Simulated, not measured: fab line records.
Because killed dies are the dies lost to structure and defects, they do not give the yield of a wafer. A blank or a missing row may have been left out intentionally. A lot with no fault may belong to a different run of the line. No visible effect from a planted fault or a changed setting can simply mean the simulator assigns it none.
A struck lot beside a sound one ; flow nand-harc ; 13 steps out of a route of 1302
Sound: wafers L780.1, L780.2, L780.4. Struck: wafers L770.2, L770.4. (L770.5 of the same lot was not struck and is left out.) The cause comes at the end.
For every step that has rows: the tool of each side, followed by ch and its chambers, followed by its first start. Under that, the readings that differ: sound wafers ; struck wafers ; difference of the means ; sigmas: that difference in standard deviations of wafers without a fault.
alike: words and numbers the same on both sides, and readings whose means are apart by under 2 such deviations; not compared: readings that were withheld, readings missing a value for some wafer, numbers with overlapping values and no deviation given by the record, and bounds like >300 which may hide the same value.
Wherever a step has rows on one side only, a row that says differs or no value, or a row with sigmas, the two part there. Numbers that don't overlap but have no deviation are shown without sigmas and don't part them. A reading missing from all wafers of one side parts the sides only when that side holds two or more wafers.

first, 4 steps without rows for these wafers: NHARC_A_STAIRCASE_HARDBAKE_218 (time 140 s); NHARC_A_STAIRCASE_DESCUM_219 (chemistry O2, time 3 s); NHARC_A_STAIRCASE_TRIM_220 (chemistry O2, time 211.2 s); NHARC_A_STAIRCASE_ETCH_221 (etches the open film in C4F8/O2, target depth 100 nm, time 40.5 s).
NHARC_A_STAIRCASE_TRIM_222: chemistry O2, time 211.2 s.
  sound: rie-diel-12 ch 1,2,3; struck: rie-diel-03 ch 0,2
reading;sound;struck;difference;sigmas
rf-hours-counter-h (h);30 26 28;42 48;+17;
  alike: drypump-motor-current-A, oes-product-au, rf-vpp-V, showerhead-plenum-p-Torr, throttle-valve-pct
NHARC_A_STAIRCASE_ETCH_223: etches the open film in C4F8/O2, target depth 100 nm, time 40.5 s.
  sound: rie-diel-12 ch 1,2,3; struck: rie-diel-03 ch 1,3
reading;sound;struck;difference;sigmas
rf-hours-counter-h (h);28 26 30;44 44;+16;
  alike: oes-product-au, rf-vpp-V, run-length-s
NHARC_A_STAIRCASE_TRIM_224: chemistry O2, time 211.2 s.
  sound: rie-diel-12 ch 0,2,3; struck: rie-diel-03 ch 1,2
reading;sound;struck;difference;sigmas
drypump-motor-current-A (A);6.3 5.9 6.2;5.2 5.0;-1.0;-2
rf-hours-counter-h (h);28 26 25;44 43;+17;
  alike: oes-product-au, rf-vpp-V, showerhead-plenum-p-Torr, throttle-valve-pct
NHARC_A_STAIRCASE_ETCH_225: etches the open film in C4F8/O2, target depth 100 nm, time 40.5 s.
  sound: rie-diel-12 ch 0,1,2; struck: rie-diel-03 ch 1,2
reading;sound;struck;difference;sigmas
rf-hours-counter-h (h);30 25 29;45 43;+16;
  alike: oes-product-au, rf-vpp-V, run-length-s
then, 2 steps without rows for these wafers: NHARC_A_STAIRCASE_TRIM_226 (chemistry O2, time 211.2 s); NHARC_A_STAIRCASE_ETCH_227 (etches the open film in C4F8/O2, target depth 100 nm, time 40.5 s).
NHARC_A_STAIRCASE_TRIM_229: chemistry O2, time 211.2 s.
  sound on rie-diel-12 ch 0,2,3, day 23 08:16; struck on rie-diel-13 ch 1,2, day 19 07:57
  alike: drypump-motor-current-A, oes-product-au, rf-vpp-V, showerhead-plenum-p-Torr, throttle-valve-pct
  not compared: rf-hours-counter-h
NHARC_A_STAIRCASE_ETCH_230: etches the open film in C4F8/O2, target depth 100 nm, time 40.5 s.
  sound on rie-diel-12 ch 0,1,3, day 23 08:29; struck on rie-diel-13 ch 1, day 19 08:08
reading;sound;struck;difference;sigmas
rf-vpp-V (V);904 905 892;887 886;-14;-3
run-length-s (s);61.40 62.26 61.68;55.24 55.00;-6.66;-23
  alike: oes-product-au
  not compared: rf-hours-counter-h
then, 1 step without rows for these wafers: NHARC_A_STAIRCASE_TRIM_231 (chemistry O2, time 211.2 s).

## WHERE THEY PART
First at NHARC_A_STAIRCASE_TRIM_224; last, within this record, at NHARC_A_STAIRCASE_ETCH_230.

WHY: what had been put in by the simulator
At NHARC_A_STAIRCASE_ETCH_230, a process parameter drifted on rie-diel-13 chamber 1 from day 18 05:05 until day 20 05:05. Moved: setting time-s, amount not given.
